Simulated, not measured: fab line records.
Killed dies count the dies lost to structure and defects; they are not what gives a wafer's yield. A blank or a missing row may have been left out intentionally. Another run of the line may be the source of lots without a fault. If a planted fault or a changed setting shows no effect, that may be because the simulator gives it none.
Struck lot and sound lot, side by side ; flow nand_harc ; 14 steps out of a route of 1302
Sound: the wafers L966.1, L966.5, L966.6. Struck: wafer L973.5 (left out: L973.2, L973.3 of the same lot, which were not struck); the cause appears at the end.
Per side, at each step with rows, come the tool, then ch with its chambers, and then its first start. Under that, the readings that differ: sound wafers ; struck wafers ; difference of the means ; sigmas: that difference in standard deviations of wafers without a fault.
alike: a reading whose means differ by less than 2 such deviations, as well as words and numbers matching on both sides. not compared: withheld readings; readings where some wafer has no value; bounds like >300 that might hide an equal value; numbers whose values overlap and for which the record gives no deviation.
A row with sigmas, a row that says differs or no value, or rows on one side alone: a step with any of these is where the two part. When numbers do not overlap yet have no deviation, they are printed without sigmas and do not part them. A reading missing from all wafers of one side parts the sides only when that side holds two or more wafers.

NHARC_A_DECK1_JOINT_CMP_02: polishes SiOx.
  sound on cmp-02 ch 1,2, day 16 19:17; struck on cmp-03 ch 0, day 19 15:26
  alike: motor_current_A
next, for these wafers, 1 step has no rows: NHARC_A_DECK1_JOINT_SRD_15.
NHARC_A_DECK1_JOINT_DEP_16: deposits SiO2, target thk 45 nm.
  sound on pecvd-02 ch 0,1,2, day 16 19:50; struck on pecvd-01 ch 1, day 19 15:46
  alike: heater_power_w, throttle_valve_pct
NHARC_A_DECK1_JOINT_THK_MEAS_17: measures by ellipsometry.
  struck on film_metro-01, day 19 16:03; sound on film_metro-01, day 16 20:07
  alike: thk_nm
NHARC_A_DECK1_JOINT_INSPECT_05:
  struck on defect_inspect-01, day 19 16:05; sound on defect_inspect-02, day 16 20:09
  alike: raw_defect_count
following that, 1 step holds no rows for these wafers, namely NHARC_A_ONON_D2_DEP_00 (target thickness 1000 nm).
NHARC_A_ONON_D2_THK_MEAS_02: measures by ellipsometry.
  struck on film_metro-01, day 19 16:40; sound on film_metro-01, day 16 20:44
  alike: thk_nm
following that, 1 step holds no rows for these wafers, namely NHARC_A_ONON_D2_DEP_03 (target thickness 1000 nm).
NHARC_A_ONON_D2_THK_MEAS_05: measures by ellipsometry.
  struck on film_metro-02, day 19 17:13; sound on film_metro-01, day 16 21:17
  alike: thk_nm
following that, 1 step holds no rows for these wafers, namely NHARC_A_ONON_D2_DEP_06 (target thickness 1000 nm).
NHARC_A_ONON_D2_THK_MEAS_08: measures by ellipsometry.
  struck on film_metro-02, day 19 17:47; sound on film_metro-01, day 16 21:52
  alike: thk_nm
NHARC_A_ONON_D2_DEP_09: target thk 1000 nm.
  sound on pecvd_onon-03 ch 0, day 16 21:55; struck on pecvd_onon-03 ch 0, day 19 17:54
NHARC_A_ONON_D2_THK_MEAS_11: measures by ellipsometry.
  struck on film_metro-01, day 19 18:21; sound on film_metro-01, day 16 22:26
reading;sound;struck;difference;sigmas
thk_nm (nm);1000 1000 1000;895;-105;-14
following that, 1 step holds no rows for these wafers, namely NHARC_A_ONON_D2_DEP_12 (target thickness 1000 nm).

## WHERE THEY PART
Only at NHARC_A_ONON_D2_THK_MEAS_11, within this record.

WHY: the cause the simulator had injected
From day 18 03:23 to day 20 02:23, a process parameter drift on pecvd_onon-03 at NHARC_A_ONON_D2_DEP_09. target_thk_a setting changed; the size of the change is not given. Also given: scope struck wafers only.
